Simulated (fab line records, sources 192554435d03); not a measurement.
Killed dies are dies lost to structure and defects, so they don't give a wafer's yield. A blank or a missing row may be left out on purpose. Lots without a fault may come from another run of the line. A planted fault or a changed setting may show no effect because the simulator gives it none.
A struck lot beside a sound one | flow n5_finfet | 17 steps out of a route of 1938
Sound: wafers L336.2, L336.3, L336.6. Struck: wafers L326.3, L326.4, L326.6. The cause comes at the end.
At each step with rows: each side's tool, then ch and its chambers, then its first start. Under that, the readings that differ: sound wafers | struck wafers | difference of the means | sigmas: that difference in standard deviations of wafers without a fault.
alike: readings whose means differ by less than 2 such deviations, and words and numbers that are the same on both sides. not compared: withheld readings, readings that some wafer has no value for, bounds like >300 that may hide the same value, and numbers for which the record gives no deviation and whose values overlap.
The two part at a step that has a row with sigmas, a row that says differs or no value, or rows on one side only. Numbers that don't overlap but have no deviation are shown without sigmas and don't part them. A reading that every wafer of one side lacks parts them only if that side has two wafers or more.

first, 10 steps without rows for these wafers: N5_FIN_SAQP_ETCH_67 (etches SiNx in CH3F/O2, target depth 30 nm); N5_FIN_SAQP_STRIP_70 (strips in N2/H2); N5_FIN_SAQP_RECESS_71 (chemistry HF/NH3, target SiO2, target depth 3 nm, afs cycles 1, sublimation time 60 s); N5_FIN_SAQP_SPACER2_ALD_28 (deposits SiO2, target thk 8.1 nm, pulse time 1 s, purge time 2 s); N5_FIN_SAQP_SPACER2_ETCHBACK_29 (etches SiO2 in CHF3/O2, target depth 12.2 nm, time 6.1 s); N5_FIN_SAQP_MANDREL2_REMOVE_60 (chemistry HBr/Cl2/O2, target a-Si, stops on SiNx, bt time 10 s); N5_FIN_SAQP_HM_OPEN_33 (chemistry CH3F/O2, target SiNx, target depth 49.4 nm, time 70.6 s); N5_FIN_SAQP_ETCH_34 (etches SiO2 in C4F6/O2, target depth 45 nm, time 15 s); N5_FIN_SAQP_STRIP_77 (strips in N2/H2, time 90 s); N5_FIN_SAQP_ETCH_64 (etches SiO2 in CF4, target depth 1.5 nm).
N5_FIN_SAQP_FIN_ETCH_36: etches the open film in HBr/Cl2/O2, target depth 120 nm, time 50.4 s.
  sound on rie_si-03 ch 0,1, day 7 08:37; struck on rie_si-06 ch 0,3, day 4 20:02
  no value came back on the struck wafers for any of 5 readings (HBr_flow_sccm (sccm), O2_flow_sccm (sccm) and others); on the sound wafers HBr_flow_sccm (sccm) reads 150.2 149.8 149.9
  reading                                      | sound          | struck       | difference | sigmas
  model.SiNx_of_FIN_SAQP_HM_DEP_03.thk_nm (nm) | 21.2 21.4 21.6 | 32 32.8 32.6 | +11        |
  not compared: rf_hours_counter_h
then, 1 step without rows for these wafers: N5_FIN_SAQP_PRECLEAN_38 (cleans in O3/DIW, time 45 s).
N5_FIN_SAQP_PRECLEAN_45: cleans in dHF, time 10 s.
  sound on wet_bench-05 ch 0,3,4, day 7 08:47; struck on wet_bench-06 ch 0,1,3, day 4 20:13
  reading                                      | sound        | struck       | difference | sigmas
  model.SiNx_of_FIN_SAQP_HM_DEP_03.thk_nm (nm) | 21 21.4 21.4 | 32 32.6 32.6 | +11        |
then, 1 step without rows for these wafers: N5_FIN_SAQP_SRD_39 (time 30 s).
N5_FIN_SAQP_OCD_MEAS_76:
  sound on ocd-02, day 7 08:50; struck on ocd-02, day 4 20:16
  reading              | sound             | struck    | difference | sigmas
  trench_depth_nm (nm) | 119.3 119.9 120.1 | 0 0.4 0.1 | -120       | -92
N5_BEOL_M4_RC_MEAS_101:
  the record has rows for the sound wafers here (prober-01 ch 0, day 15 08:47) and none for the struck ones
-- the record jumps here: 12 days lie between the struck wafers' starts before and after (it left off in module BEOL_M4 and takes up again in module PASSIVATION, whose first step shown is number 1936 of the route) --
N5_PASSIVATION_PROBE_49:
  the record has rows for the struck wafers here (prober-01, day 17 01:14) and none for the sound ones

WHERE THEY PART
First at N5_FIN_SAQP_FIN_ETCH_36; last, within this record, at N5_PASSIVATION_PROBE_49.

WHY: what the simulator had put in
Skipped step whole: rie_si-06, from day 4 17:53 on, at N5_FIN_SAQP_FIN_ETCH_36. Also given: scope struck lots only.
